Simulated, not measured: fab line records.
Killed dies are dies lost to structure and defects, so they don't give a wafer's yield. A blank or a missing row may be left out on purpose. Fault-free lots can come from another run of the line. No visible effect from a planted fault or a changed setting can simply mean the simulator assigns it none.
fab line records	flow n5-finfet
record lots=7	wafers=39
route steps=1938 shown PMOS_HMC_CHANNEL_EPI@68 FIN_SAQP@100 SD_EPI_P@321 DUMMY_REMOVAL@382 BEOL_M0_SAQP@636 BEOL_M2@883 BEOL_M3@980 BEOL_M7@1267 BEOL_M8@1368 BEOL_M9@1467 BEOL_M14@1716 PAD_METAL@1895 PASSIVATION@1936
start-h: the number of hours between the record's first day and the start of the first shown wafer of the lot	wait-h: hours from the lot's prior step to this one	" identical to the entry in the row above	L1.1+2: one row covering several wafers at once	- no value, or no start given	* or withheld: withheld	< > ~ a bound
route shown NAME@n: a module of which the file shows steps, and the number in the route of the first	usual: mean/standard deviation of fault-free wafers	same: alike in all rows	chamber/n: place in a boat	sites: per-site readings	_std_site: how widely they spread, as a standard deviation	_edge_site: the outer-site mean with the inner-site mean subtracted	radius-mm: how far each site lies from the wafer's centre	mask NAME#n: copy n	behind: the tool/chamber that last shaped the wafer	hold: why the lot was held/for how many hours/how that ended	device: which transistor (n, p or np) failed to switch	end of line: the tests these same wafers got at the end of their route	for a step that has no rows: nothing shown but its recipe	killed: not the wafer's yield, but the dies lost to structure and defects at the first sort	map: the dies of a wafer, with x for killed, . for not killed, _ for no die there
set.NAME: the setting as run; set.NAME@STEP: as run at that earlier step	model.NAME: the simulator's own value behind a step, which no gauge read
lots run with intentionally changed settings; tables by step, rows by wafer
## steps
# step N5_PMOS_HMC_CHANNEL_EPI_DESCUM_14
# recipe chemistry=O2	time-s=7.9	source-power-w=50	bias-power-w=20	pressure-mtorr=20	rf-frequency-hz=2.712e+07	temp-c=40	resist=CAR-ArF-block	o2-flow-sccm=225
# step N5_FIN_SAQP_PECVD_06
# recipe material=a-Si	target-thk-a=600	temp-c=400	precursor=SiH4/He	pressure-torr=3	rf-w=100	time-s=48.1
# step N5_SD_EPI_P_EPI_21
# recipe material=SiGe:B	dopant=B	temp-c=550	pressure-torr=20	ambient=H2	time-s=355
# step N5_DUMMY_REMOVAL_PRECLEAN_08
# recipe chemistry=NF3:NH3	afs-cycles=2	temp-c=30	time-s=20	sublimation-temp-c=180	sublimation-time-s=60	pressure-torr=3	rf-power-w=30
# step N5_BEOL_M0_SAQP_PECVD_96
# recipe material=a-Si	target-thk-a=450	temp-c=350	precursor=SiH4/He	pressure-torr=3	rf-w=100	time-s=45.2
# step N5_BEOL_M0_SAQP_ETCH_106
# recipe chemistry=N2/H2	target=SOC	target-depth-a=1500	stop-on=SiNx	ion-energy-ev=100	bias-w=61	pressure-mtorr=30	source-w=850	n2-flow-sccm=200	h2-flow-sccm=200
# step N5_BEOL_M2_ETCHBACK_99
# recipe chemistry=CHF3	target=SiO2	target-depth-a=50	time-s=10.4	source-w=215	bias-w=47	Ar_flow_sccm=200	CHF3_flow_sccm=12	ion-energy-ev=100	pressure-mtorr=30
# step N5_BEOL_M3_TRENCH_ETCH_37
# recipe chemistry=C4F6/O2	target-depth-a=555.55	target=SiOC	time-s=29.2	ion-energy-ev=250	pressure-mtorr=30	source-w=355	bias-w=185	Ar_flow_sccm=300	C4F6_flow_sccm=10	O2_flow_sccm=10
# step N5_BEOL_M7_HM_DEP_02
# recipe material=TiN	target-thk-a=200	temp-c=25	chamber-pressure-pa=0.49996
# step N5_BEOL_M8_DESCUM_33
# recipe chemistry=O2	time-s=7	source-power-w=50	bias-power-w=20	pressure-mtorr=20	rf-frequency-hz=2.712e+07	temp-c=40	resist=CAR-EUV	o2-flow-sccm=225
# step N5_BEOL_M9_DEP_56
# recipe material=SiCN	target-thk-a=150	temp-c=withheld	precursor=3MS/NH3	pressure-torr=3	rf-w=202	time-s=26.5
# step N5_BEOL_M14_ILD_DEP_00
# recipe material=SiO2	target-thk-a=11193	temp-c=400	precursor=TEOS/O2	pressure-torr=6.5	rf-w=900	teos-flow-sccm=161.4	gas=O2	flow-sccm=2650	time-s=237.4
# step N5_PASSIVATION_SPUTTER_20
# recipe material=TaN	target-thk-a=500	temp-c=25	chamber-pressure-pa=0.4
# step N5_PASSIVATION_PROBE_49
# usual killed-at-other=4/3.7
lot.wafer	tool	chamber	start-h	wait-h	set.time-s@PMOS_HMC_CHANNEL_EPI_DESCUM_14	set.time-s@FIN_SAQP_PECVD_06	set.epi-growth-time-s@SD_EPI_P_EPI_21	set.time-s@DUMMY_REMOVAL_PRECLEAN_08	set.time-s@BEOL_M0_SAQP_PECVD_96	set.target-depth-a@BEOL_M0_SAQP_ETCH_106	set.target-depth-a@BEOL_M2_ETCHBACK_99	set.target-depth-a@BEOL_M3_TRENCH_ETCH_37	set.target-thk-a@BEOL_M7_HM_DEP_02	set.time-s@BEOL_M8_DESCUM_33	set.time-s@BEOL_M9_DEP_56	set.target-thk-a@BEOL_M14_ILD_DEP_00	set.target-thk-a@PASSIVATION_SPUTTER_20	killed-at-other
L076.1	prober-01	-	290.74	0.0	10.93	48.1	355	20	45.2	2054	71.03	555.55	115.5	7	20.17	15150	608.8	6
L076.2	prober-01	-	290.79	0.1	7.9	48.1	355	20	45.2	2054	50	555.55	200	7	26.5	15150	500	5
L076.3	prober-01	-	290.84	0.1	7.9	75.25	355	20	45.2	2054	50	711.9	115.5	7	26.5	11193	500	6
L076.4	prober-01	-	290.89	0.2	10.93	75.25	355	20	45.2	1500	71.03	555.55	115.5	7	20.17	11193	500	7
L076.5	prober-01	-	290.94	0.2	10.93	75.25	355	20	45.2	1500	50	711.9	200	7	20.17	11193	608.8	5
L076.6	prober-01	-	290.99	0.3	7.9	48.1	355	20	45.2	1500	71.03	711.9	200	7	26.5	15150	608.8	8
L078.1	prober-02	-	308.10	0.0	7.9	48.1	355	20	45.2	1500	64.03	882.1	302.7	3.797	18.61	11193	500	1
L078.2	prober-02	-	308.15	0.1	7.9	48.1	468.2	10.56	20.86	1500	64.03	555.55	200	7	18.61	11193	500	2
L078.3	prober-02	-	308.20	0.1	7.9	48.1	468.2	10.56	45.2	2229	64.03	555.55	200	3.797	26.5	11193	500	5
L078.4	prober-02	-	308.25	0.2	7.9	48.1	355	20	20.86	2229	50	555.55	302.7	7	26.5	11193	500	1
L078.5	prober-02	-	308.30	0.2	7.9	48.1	468.2	20	45.2	1500	50	882.1	200	7	18.61	11193	500	7
L078.6	prober-02	-	308.35	0.3	7.9	48.1	355	10.56	20.86	2229	50	882.1	302.7	3.797	26.5	11193	500	5
L082.1	prober-02	-	330.38	0.0	7.9	30.4	355	20	45.2	1825	50	555.55	200	4.361	34.62	11193	500	2
L082.2	prober-02	-	330.43	0.1	12.45	48.1	511.3	20	45.2	1825	50	555.55	200	7	26.5	11193	785.2	1063
L082.3	prober-02	-	330.48	0.1	12.45	48.1	355	20	45.2	1825	50	555.55	263.3	4.361	26.5	7255	500	4
L082.4	prober-02	-	330.53	0.2	7.9	30.4	511.3	20	45.2	1500	50	555.55	200	7	34.62	7255	500	4
L082.5	prober-02	-	330.58	0.2	12.45	30.4	355	20	45.2	1500	50	555.55	263.3	7	26.5	11193	785.2	1058
L082.6	prober-02	-	330.63	0.3	7.9	48.1	511.3	20	45.2	1500	50	555.55	263.3	4.361	34.62	7255	785.2	1039
L085.4	prober-02	-	365.17	0.2	7.9	48.1	355	20	45.2	1500	50	555.55	200	7	26.5	11193	500	11
L085.5	prober-02	-	365.22	0.2	7.9	48.1	355	20	45.2	1500	50	555.55	200	7	26.5	11193	500	6
L085.6	prober-02	-	365.27	0.3	7.9	48.1	355	20	45.2	1500	50	555.55	200	7	26.5	11193	500	4
L087.1	prober-02	-	372.10	0.0	7.9	48.1	261.2	31.52	45.2	1960	50	710.3	200	7	41.55	11193	500	1
L087.2	prober-02	-	372.15	0.1	7.9	48.1	261.2	20	45.2	1500	50	555.55	200	8.792	41.55	16230	229.8	0
L087.3	prober-02	-	372.20	0.1	7.9	62.14	355	20	45.2	1500	26.82	710.3	147.3	8.792	41.55	11193	229.8	7
L087.4	prober-02	-	372.25	0.2	3.936	62.14	355	31.52	45.2	1500	50	710.3	147.3	7	26.5	16230	229.8	4
L087.5	prober-02	-	372.30	0.2	3.936	48.1	355	31.52	45.2	1960	26.82	555.55	200	7	26.5	16230	500	0
L087.6	prober-02	-	372.35	0.3	3.936	62.14	261.2	20	45.2	1960	26.82	555.55	147.3	8.792	26.5	11193	500	0
L093.1	prober-02	-	412.09	0.0	10.9	48.1	355	20	45.2	1500	25.45	555.55	200	7	26.5	11193	500	0
L093.2	prober-02	-	412.14	0.1	7.9	38.76	447.1	20	45.2	2215	50	555.55	200	4.948	26.5	11193	346.9	0
L093.3	prober-02	-	412.19	0.1	7.9	38.76	355	13.86	45.2	1500	50	555.55	200	4.948	26.5	16920	500	3
L093.4	prober-02	-	412.24	0.2	7.9	48.1	447.1	13.86	67.48	1500	25.45	555.55	200	4.948	26.5	16920	346.9	0
L093.5	prober-02	-	412.29	0.2	10.9	48.1	355	13.86	67.48	2215	25.45	555.55	200	7	26.5	16920	500	1
L093.6	prober-02	-	412.34	0.3	10.9	38.76	447.1	20	67.48	2215	50	555.55	200	7	26.5	11193	346.9	0
L095.1	prober-01	-	417.73	0.0	7.9	48.1	355	11.17	45.2	1500	27.96	555.55	200	7	26.5	11193	770	1090
L095.2	prober-01	-	417.78	0.1	7.9	48.1	355	20	45.2	2271	27.96	555.55	145.5	4.933	38.11	11193	770	1115
L095.3	prober-01	-	417.83	0.1	7.9	48.1	355	20	54.62	1500	50	555.55	200	4.933	26.5	7381	500	2
L095.4	prober-01	-	417.88	0.2	7.9	48.1	355	11.17	54.62	1500	50	423.3	145.5	4.933	38.11	7381	500	1
L095.5	prober-01	-	417.93	0.2	7.9	48.1	355	20	45.2	2271	50	423.3	145.5	7	26.5	11193	500	1
L095.6	prober-01	-	417.98	0.3	7.9	48.1	355	11.17	54.62	2271	27.96	423.3	200	7	38.11	7381	770	1077
# killed by level:class
L076.1 STI_FIN_REVEAL:geometric-particle:open=10 BEOL_M0_SAQP:geometric-particle:open=10 FIN_SAQP:geometric-particle:open=9 BEOL_M0_SAQP:geometric-particle:short=9 FIN_SAQP:geometric-particle:short=7 DUMMY_GATE:geometric-particle:open=7 MOL_CONTACT_COAG:geometric-particle:open=7 BEOL_M2:geometric-particle:open=6
L076.2 FIN_SAQP:geometric-particle:open=25 MOL_CONTACT_COAG:geometric-particle:open=9 FIN_SAQP:geometric-particle:short=8 STI_FIN_REVEAL:geometric-particle:open=5 DUMMY_GATE:geometric-particle:open=5 BEOL_M3:geometric-particle:open=5 MOL_CONTACT_COAG:geometric-particle:short=4 GATE_CUT:geometric-particle:open=4
L076.3 FIN_SAQP:area-etch=1050 MOL_CONTACT_COAG:geometric-particle:open=14 BEOL_M0_SAQP:geometric-particle:open=12 BEOL_M0_SAQP:geometric-particle:short=9 FIN_SAQP:geometric-particle:short=6 FIN_SAQP:geometric-particle:open=6 STI_FIN_REVEAL:geometric-particle:open=5 BEOL_M2:geometric-particle:open=5
L076.4 FIN_SAQP:area-etch=1050 FIN_SAQP:geometric-particle:open=18 MOL_CONTACT_COAG:geometric-particle:open=9 BEOL_M0_SAQP:geometric-particle:short=9 BEOL_M2:geometric-particle:open=9 BEOL_M4:geometric-particle:open=8 BEOL_M1:geometric-particle:open=7 STARTING-WAFER:geometric-particle:short=7
L076.5 FIN_SAQP:area-etch=1087 FIN_SAQP:geometric-particle:open=11 MOL_CONTACT_COAG:geometric-particle:open=11 FIN_SAQP:geometric-particle:short=9 BEOL_M4:geometric-particle:open=7 BEOL_M0_SAQP:geometric-particle:short=6 BEOL_M0_SAQP:geometric-particle:open=6 STI_FIN_REVEAL:geometric-particle:open=5
L076.6 MOL_CONTACT_COAG:geometric-particle:open=14 FIN_SAQP:geometric-particle:short=11 DUMMY_GATE:geometric-particle:open=7 FIN_SAQP:geometric-particle:open=6 BEOL_M4:geometric-particle:open=6 HKMG_FIN:area-etch=6 MOL_CONTACT_COAG:geometric-particle:short=5 BEOL_M0_SAQP:geometric-particle:short=5
L078.1 BEOL_M7:area-open=1054 BEOL_M0_SAQP:geometric-particle:short=19 BEOL_M0_SAQP:geometric-particle:open=19 FIN_SAQP:geometric-particle:open=12 STI_FIN_REVEAL:geometric-particle:open=9 MOL_CONTACT_COAG:geometric-particle:open=7 FIN_SAQP:geometric-particle:short=5 BEOL_M4:geometric-particle:open=5
L078.2 GATE_CUT:geometric-particle:short=7 BEOL_M0_SAQP:geometric-particle:open=7 BEOL_M0_SAQP:geometric-particle:short=6 STARTING-WAFER:geometric-particle:short=6 STI_FIN_REVEAL:geometric-particle:open=4 MOL_CONTACT_COAG:geometric-particle:open=4 BEOL_M2:geometric-particle:open=4 BEOL_M3:geometric-particle:open=4
L078.3 BEOL_M0_SAQP:geometric-particle:short=14 STI_FIN_REVEAL:geometric-particle:open=13 FIN_SAQP:geometric-particle:short=9 BEOL_M3:geometric-particle:open=9 FIN_SAQP:geometric-particle:open=8 BEOL_M0_SAQP:geometric-particle:open=7 BEOL_M1:geometric-particle:open=7 MOL_CONTACT_COAG:geometric-particle:open=5
L078.4 BEOL_M7:area-open=1046 FIN_SAQP:geometric-particle:short=11 BEOL_M3:geometric-particle:open=9 BEOL_M0_SAQP:geometric-particle:open=7 STARTING-WAFER:geometric-particle:short=6 BEOL_M0_SAQP:geometric-particle:short=5 FIN_SAQP:geometric-particle:open=4 MOL_CONTACT_COAG:geometric-particle:open=4
L078.5 BEOL_M0_SAQP:geometric-particle:open=12 BEOL_M0_SAQP:geometric-particle:short=11 FIN_SAQP:geometric-particle:open=9 FIN_SAQP:geometric-particle:short=6 DUMMY_GATE:geometric-particle:open=6 MOL_CONTACT_COAG:geometric-particle:open=6 BEOL_M5:geometric-particle:open=4 MIM_BOT:geometric-particle:short=4
L078.6 BEOL_M7:area-open=1076 MOL_CONTACT_COAG:geometric-particle:open=11 GATE_CUT:geometric-particle:short=9 BEOL_M0_SAQP:geometric-particle:short=8 FIN_SAQP:geometric-particle:open=7 FIN_SAQP:geometric-particle:short=6 STI_FIN_REVEAL:geometric-particle:open=6 BEOL_M2:geometric-particle:open=6
L082.1 MOL_CONTACT_COAG:geometric-particle:open=14 DUMMY_GATE:geometric-particle:open=6 BEOL_M0_SAQP:geometric-particle:short=6 FIN_SAQP:geometric-particle:open=5 STI_FIN_REVEAL:geometric-particle:open=5 BEOL_M2:geometric-particle:open=5 BEOL_M3:geometric-particle:open=5 BEOL_M0_SAQP:geometric-particle:open=4
L082.2 PAD_METAL:area-sputter=1058 STI_FIN_REVEAL:geometric-particle:open=27 BEOL_M0_SAQP:geometric-particle:open=12 BEOL_M0_SAQP:geometric-particle:short=11 STI_FIN_REVEAL:geometric-particle:short=8 DUMMY_GATE:geometric-particle:open=5 MOL_CONTACT_COAG:geometric-particle:open=4 BEOL_M2:geometric-particle:open=4
L082.3 BEOL_M7:area-open=14 MOL_CONTACT_COAG:geometric-particle:open=8 BEOL_M4:geometric-particle:open=8 FIN_SAQP:geometric-particle:short=7 DUMMY_GATE:geometric-particle:open=6 BEOL_M0_SAQP:geometric-particle:open=5 BEOL_M0_SAQP:geometric-particle:short=5 BEOL_M2:geometric-particle:open=5
L082.4 MOL_CONTACT_COAG:geometric-particle:open=12 BEOL_M0_SAQP:geometric-particle:open=12 BEOL_M0_SAQP:geometric-particle:short=12 BEOL_M2:geometric-particle:open=9 STI_FIN_REVEAL:geometric-particle:open=7 MOL_CONTACT_COAG:geometric-particle:short=7 BEOL_M4:geometric-particle:open=6 BEOL_M3:geometric-particle:open=6
L082.5 PAD_METAL:area-sputter=1053 BEOL_M7:area-open=30 MOL_CONTACT_COAG:geometric-particle:open=18 BEOL_M2:geometric-particle:open=9 FIN_SAQP:geometric-particle:short=7 BEOL_M0_SAQP:geometric-particle:open=7 BEOL_M3:geometric-particle:open=6 DUMMY_GATE:geometric-particle:open=5
L082.6 PAD_METAL:area-sputter=1037 STI_FIN_REVEAL:geometric-particle:open=18 MOL_CONTACT_COAG:geometric-particle:open=14 FIN_SAQP:geometric-particle:short=13 BEOL_M7:area-open=13 BEOL_M2:geometric-particle:open=12 BEOL_M4:geometric-particle:open=12 FIN_SAQP:geometric-particle:open=10
L085.4 MOL_CONTACT_COAG:geometric-particle:open=11 BEOL_M0_SAQP:geometric-particle:short=10 STI_FIN_REVEAL:geometric-particle:open=8 BEOL_M4:geometric-particle:open=7 BEOL_M0:geometric-particle:open=5 STARTING-WAFER:geometric-particle:open=5 STI_FIN_REVEAL:geometric-particle:short=4 BEOL_M0_SAQP:geometric-particle:open=4
L085.5 MOL_CONTACT_COAG:geometric-particle:open=14 BEOL_M4:geometric-particle:open=13 BEOL_M0_SAQP:geometric-particle:open=9 FIN_SAQP:geometric-particle:open=5 FIN_SAQP:geometric-particle:short=5 GATE_CUT:geometric-particle:short=4 BEOL_M1:geometric-particle:open=4 BEOL_M4:geometric-particle:short=4
L085.6 FIN_SAQP:geometric-particle:open=10 MOL_CONTACT_COAG:geometric-particle:open=9 FIN_SAQP:geometric-particle:short=7 BEOL_M4:geometric-particle:open=6 BEOL_M0_SAQP:geometric-particle:open=5 BEOL_M0_SAQP:geometric-particle:short=5 DUMMY_GATE:geometric-particle:open=4 ILD0:geometric-particle:open=4
L087.1 MOL_CONTACT_COAG:geometric-particle:open=14 FIN_SAQP:geometric-particle:short=8 DUMMY_GATE:geometric-particle:open=7 STI_FIN_REVEAL:geometric-particle:open=4 BEOL_M5:geometric-particle:open=4 STARTING-WAFER:geometric-particle:short=4 FIN_SAQP:geometric-particle:open=3 SPACER0:geometric-particle:open=3
L087.2 BEOL_M2:geometric-particle:open=9 FIN_SAQP:geometric-particle:open=6 MOL_CONTACT_COAG:geometric-particle:open=6 BEOL_M1:geometric-particle:open=6 STI_FIN_REVEAL:geometric-particle:open=5 DUMMY_GATE:geometric-particle:open=5 BEOL_M0:geometric-particle:open=5 GATE_CUT:geometric-particle:open=4
L087.3 MOL_CONTACT_COAG:geometric-particle:open=9 FIN_SAQP:geometric-particle:open=9 FIN_SAQP:geometric-particle:short=6 BEOL_M0_SAQP:geometric-particle:open=6 BEOL_M1:geometric-particle:open=6 BEOL_M2:geometric-particle:open=6 ILD0:geometric-particle:short=5 DUMMY_GATE:geometric-particle:open=4
L087.4 BEOL_M3:geometric-particle:open=8 FIN_SAQP:geometric-particle:open=7 BEOL_M2:geometric-particle:open=7 STI_FIN_REVEAL:geometric-particle:open=6 ILD0:geometric-particle:short=6 BEOL_M1:geometric-particle:open=5 STARTING-WAFER:geometric-particle:short=4 DUMMY_GATE:geometric-particle:open=4
L087.5 BEOL_M4:geometric-particle:open=10 MOL_CONTACT_COAG:geometric-particle:open=9 BEOL_M1:geometric-particle:open=8 FIN_SAQP:geometric-particle:short=7 BEOL_M0_SAQP:geometric-particle:short=7 BEOL_M2:geometric-particle:open=7 FIN_SAQP:geometric-particle:open=5 BEOL_M0_SAQP:geometric-particle:open=5
L087.6 BEOL_M2:area-etchback=14 BEOL_M2:geometric-particle:open=9 DUMMY_GATE:geometric-particle:open=7 BEOL_M4:geometric-particle:open=6 MOL_CONTACT_COAG:geometric-particle:open=6 ILD0:geometric-particle:short=5 BEOL_M1:geometric-particle:open=5 FIN_SAQP:geometric-particle:open=4
L093.1 BEOL_M2:area-etchback=197 STI_FIN_REVEAL:geometric-particle:open=10 DUMMY_GATE:geometric-particle:open=9 FIN_SAQP:geometric-particle:open=8 BEOL_M3:geometric-particle:open=8 MOL_CONTACT_COAG:geometric-particle:open=7 BEOL_M0_SAQP:geometric-particle:open=6 BEOL_M5:geometric-particle:open=5
L093.2 MOL_CONTACT_COAG:geometric-particle:open=14 FIN_SAQP:geometric-particle:short=12 BEOL_M1:geometric-particle:open=10 GATE_CUT:geometric-particle:short=7 FIN_SAQP:geometric-particle:open=5 BEOL_M0_SAQP:geometric-particle:open=5 BEOL_M4:geometric-particle:open=5 BEOL_M4:geometric-particle:short=5
L093.3 MOL_CONTACT_COAG:geometric-particle:open=21 BEOL_M0_SAQP:geometric-particle:open=14 BEOL_M4:geometric-particle:open=10 DUMMY_GATE:geometric-particle:open=7 FIN_SAQP:geometric-particle:open=6 STI_FIN_REVEAL:geometric-particle:open=6 BEOL_M1:geometric-particle:open=6 BEOL_M1:geometric-particle:short=6
L093.4 BEOL_M2:area-etchback=391 STI_FIN_REVEAL:geometric-particle:open=12 BEOL_M4:geometric-particle:open=12 FIN_SAQP:geometric-particle:short=8 MOL_CONTACT_COAG:geometric-particle:open=7 BEOL_M3:geometric-particle:open=7 BEOL_M4:geometric-particle:short=4 MOL_CONTACT_COAG:geometric-particle:short=4
L093.5 BEOL_M2:area-etchback=406 MOL_CONTACT_COAG:geometric-particle:open=11 BEOL_M3:geometric-particle:open=10 BEOL_M0_SAQP:geometric-particle:short=7 BEOL_M4:geometric-particle:open=7 FIN_SAQP:geometric-particle:open=5 GATE_CUT:geometric-particle:short=5 BEOL_M0_SAQP:geometric-particle:open=5
L093.6 DUMMY_GATE:geometric-particle:open=13 MOL_CONTACT_COAG:geometric-particle:open=12 STI_FIN_REVEAL:geometric-particle:open=7 BEOL_M2:geometric-particle:short=7 BEOL_M0_SAQP:geometric-particle:short=6 FIN_SAQP:geometric-particle:short=5 BEOL_M0_SAQP:geometric-particle:open=5 FIN_SAQP:geometric-particle:open=4
L095.1 PAD_METAL:area-sputter=1082 MOL_CONTACT_COAG:geometric-particle:open=12 STI_FIN_REVEAL:geometric-particle:open=8 BEOL_M4:geometric-particle:open=8 BEOL_M2:geometric-particle:open=7 GATE_CUT:geometric-particle:open=6 DUMMY_GATE:geometric-particle:open=4 BEOL_M0_SAQP:geometric-particle:short=4
L095.2 PAD_METAL:area-sputter=1108 BEOL_M0:geometric-particle:open=7 BEOL_M4:geometric-particle:open=7 FIN_SAQP:geometric-particle:open=6 STI_FIN_REVEAL:geometric-particle:open=5 BEOL_M0_SAQP:geometric-particle:short=4 BEOL_M1:geometric-particle:open=4 PASS1_CAP:geometric-particle:short=4
L095.3 MOL_CONTACT_COAG:geometric-particle:open=10 STI_FIN_REVEAL:geometric-particle:open=8 BEOL_M0_SAQP:geometric-particle:short=6 BEOL_M1:geometric-particle:open=6 BEOL_M1:geometric-particle:short=5 BEOL_M2:geometric-particle:open=5 BEOL_M4:geometric-particle:open=5 BEOL_M0_SAQP:geometric-particle:open=4
L095.4 MOL_CONTACT_COAG:geometric-particle:open=12 BEOL_M0_SAQP:geometric-particle:short=7 HKMG_FIN:area-etch=7 BEOL_M1:geometric-particle:open=5 GATE_CUT:geometric-particle:open=5 BEOL_M4:geometric-particle:open=5 DUMMY_GATE:geometric-particle:open=4 STARTING-WAFER:geometric-particle:short=4
L095.5 BEOL_M1:geometric-particle:open=10 BEOL_M3:geometric-particle:open=7 FIN_SAQP:geometric-particle:open=5 MOL_CONTACT_COAG:geometric-particle:open=5 FIN_SAQP:geometric-particle:short=4 BEOL_M4:geometric-particle:open=4 STARTING-WAFER:geometric-particle:open=4 STI_FIN_REVEAL:geometric-particle:open=3
L095.6 PAD_METAL:area-sputter=1071 FIN_SAQP:geometric-particle:open=13 BEOL_M0_SAQP:geometric-particle:short=13 BEOL_M1:geometric-particle:open=12 BEOL_M4:geometric-particle:open=12 BEOL_M3:geometric-particle:open=7 MOL_CONTACT_COAG:geometric-particle:open=6 BEOL_M0_SAQP:geometric-particle:open=6
## key
split step=N5_PMOS_HMC_CHANNEL_EPI_DESCUM_14	setting=time-s	stated-as=7.9
response none clear
split step=N5_FIN_SAQP_PECVD_06	setting=time-s	stated-as=48.1
response none clear
split step=N5_SD_EPI_P_EPI_21	setting=epi-growth-time-s	stated-as=355
response none clear
split step=N5_DUMMY_REMOVAL_PRECLEAN_08	setting=time-s	stated-as=20
response none clear
split step=N5_BEOL_M0_SAQP_PECVD_96	setting=time-s	stated-as=45.2
response none clear
split step=N5_BEOL_M0_SAQP_ETCH_106	setting=target-depth-a	stated-as=1500
response none clear
split step=N5_BEOL_M2_ETCHBACK_99	setting=target-depth-a	stated-as=50
response none clear
split step=N5_BEOL_M3_TRENCH_ETCH_37	setting=target-depth-a	stated-as=555.55
response none clear
split step=N5_BEOL_M7_HM_DEP_02	setting=target-thk-a	stated-as=200
response none clear
split step=N5_BEOL_M8_DESCUM_33	setting=time-s	stated-as=7
response none clear
split step=N5_BEOL_M9_DEP_56	setting=time-s	stated-as=26.5
response none clear
split step=N5_BEOL_M14_ILD_DEP_00	setting=target-thk-a	stated-as=11193
response none clear
split step=N5_PASSIVATION_SPUTTER_20	setting=target-thk-a	stated-as=500
response step=N5_PASSIVATION_PROBE_49	reading=killed-at-other	slope=+10.7	per=1%	together-with=all	explained=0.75
